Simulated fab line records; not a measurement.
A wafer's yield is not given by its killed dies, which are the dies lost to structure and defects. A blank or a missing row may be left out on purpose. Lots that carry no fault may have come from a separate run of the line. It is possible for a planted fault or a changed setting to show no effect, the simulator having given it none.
Matching of chambers :: flow n5_finfet :: N5_BEOL_M14_ETCH_68 on rie_diel-01: 4 sister chambers
The step etches SOC in N2/H2, time 450 s. 4 wafers are shown with their chamber, then 9 later ones without.

== WAFERS WITH THEIR CHAMBER ==
wafer: L081.3
chamber: 1
showerhead_plenum_p_Torr (Torr): 2.55

wafer: L081.6
chamber: 3
showerhead_plenum_p_Torr (Torr): 2.52

wafer: L086.4
chamber: 0
showerhead_plenum_p_Torr (Torr): 2.66

wafer: L086.6
chamber: 2
showerhead_plenum_p_Torr (Torr): 2.45

== WAFERS WITH NO CHAMBER GIVEN ==
wafer: L088.2
showerhead_plenum_p_Torr (Torr): 2.55

wafer: L088.4
showerhead_plenum_p_Torr (Torr): 2.52

wafer: L088.5
showerhead_plenum_p_Torr (Torr): 2.45

wafer: L089.2
showerhead_plenum_p_Torr (Torr): 2.44

wafer: L089.4
showerhead_plenum_p_Torr (Torr): 2.52

wafer: L089.5
showerhead_plenum_p_Torr (Torr): 2.44

wafer: L093.1
showerhead_plenum_p_Torr (Torr): 2.65

wafer: L093.3
showerhead_plenum_p_Torr (Torr): 2.51

wafer: L093.5
showerhead_plenum_p_Torr (Torr): 2.65

== CHAMBER TAKEN BY EACH ==
wafer: L088.2
from the rows above: 1
in truth: 1

wafer: L088.4
from the rows above: 3
in truth: 3

wafer: L088.5
from the rows above: 2
in truth: 2

wafer: L089.2
from the rows above: 2
in truth: 2

wafer: L089.4
from the rows above: 3
in truth: 3

wafer: L089.5
from the rows above: 2
in truth: 2

wafer: L093.1
from the rows above: 0
in truth: 0

wafer: L093.3
from the rows above: 3
in truth: 3

wafer: L093.5
from the rows above: 0
in truth: 0
Correct placement for 9 of the 9. Can't be placed from these rows: 0. Number placed wrongly: 0.
How it was worked out, from the rows above alone: a wafer's distance from a chamber is the root of the sum, over the readings, of the square of ((its reading less the chamber's mean) divided by the reading's scatter). The wafer belongs to the nearest chamber; if the next one is less than 2 further off, it can't be placed. Each chamber's mean is taken over the wafers shown for it. The scatter: with one shown wafer a chamber, the root of the mean of the squares of how far each hidden wafer lies from its nearest shown one.
